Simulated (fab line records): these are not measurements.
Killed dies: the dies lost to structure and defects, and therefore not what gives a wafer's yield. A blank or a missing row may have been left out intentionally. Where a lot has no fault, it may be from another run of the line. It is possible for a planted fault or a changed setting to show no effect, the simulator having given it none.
A single fault, viewed from 3 desks / flow n5 finfet / every desk sees just its own numbers, and what lay behind them comes last

THE METROLOGY DESK
Lot by lot, what the gauges showed, no matter which tool ran the lot: averages of those sampled wafers that carry a number. Marked OUT: a lot whose mean sits more than 4 standard deviations from the usual mean, which makes it out of limits; the brackets give that distance.
Columns: A = cd nm at N5_BEOL_M7_CD_MEAS_18, usual 40.2 nm; B = cd nm at N5_BEOL_M7_CD_MEAS_28, usual 39.92 nm; C = V6_OVL at N5_BEOL_M7_OVL_MEAS_29, usual 0.0 nm
lot=L528; first seen here=day 10 08:33; A=39.9; B=39.78; C=0.2
lot=L527; first seen here=day 10 13:19; A=40.6; B=40.15; C=-0.2
lot=L538; first seen here=day 13 16:38; A=40.0; B=39.93; C=0.2
lot=L544; first seen here=day 14 14:26; A=39.9; B=40.05; C=-0.9
lot=L542; first seen here=day 14 17:10; A=40.6; B=39.97; C=-1.0
lot=L545; first seen here=day 14 20:34; A=40.4; B=39.83; C=0.3
This desk found nothing out of limits on any of the 6 lots.

THE DEFECT DESK
Per lot, the means of the sampled wafers with a number show what the inspections along the route counted. Marked OUT: a lot whose mean sits more than 4 standard deviations from the usual mean, which makes it out of limits; the brackets give that distance.
Columns: A = raw defect count at N5_BEOL_M7_INSPECT_13, usual 415; B = raw defect count at N5_BEOL_M7_INSPECT_30, usual 409
lot=L528; first seen here=day 10 08:02; A=435; B=446
lot=L527; first seen here=day 10 12:48; A=282; B=288
lot=L538; first seen here=day 13 14:39; A=456; B=426
lot=L544; first seen here=day 14 13:55; A=341; B=345
lot=L542; first seen here=day 14 16:35; A=439; B=425
lot=L545; first seen here=day 14 20:04; A=483; B=434
This desk found nothing out of limits on any of the 6 lots.

AT THE TOOL OWNER'S DESK: litho track-02
The tool's own readings at N5_BEOL_M7_COAT_22 (resist thk 30 nm): means of the sampled wafers that have a number, for each lot that ran on this tool. Marked OUT: a lot whose mean sits more than 4 standard deviations from the usual mean, which makes it out of limits; the brackets give that distance.
Columns: A = exhaust pa at N5_BEOL_M7_COAT_22, usual 44.8 Pa; B = spin speed rpm at N5_BEOL_M7_COAT_22, usual 1500.1 rpm
lot=L528; first seen here=day 10 10:11; A=44.5; B=1498.9
lot=L538; first seen here=day 13 17:29; A=45.6; B=1548.1 (+48) OUT
lot=L542; first seen here=day 14 17:53; A=44.4; B=1550.3 (+50) OUT
This desk finds L538, L542 out of limits, L538 being first, at day 13 17:29 (spin speed rpm at N5_BEOL_M7_COAT_22). L528: within limits.

PUT TOGETHER
On L538, L542, at day 13 17:29, an alarm was possible from the tool owner's desk.
The metrology desk saw nothing out of limits.
No out-of-limits result turned up at the defect desk.
The metrology desk has L538, L542 on record, within its limits.
The defect desk has L538, L542 on record, within its limits.
N5_BEOL_M7_COAT_22 was run on litho track-02 by each of the lots named.

WHAT THE SIMULATOR HAD INSERTED
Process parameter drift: litho track-02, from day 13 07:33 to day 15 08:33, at N5_BEOL_M7_COAT_22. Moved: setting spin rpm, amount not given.
Struck lots among those shown: L538, L542.
Time in hours from fault onset to the first out-of-limits reading at each desk: the tool owner's desk, 10.
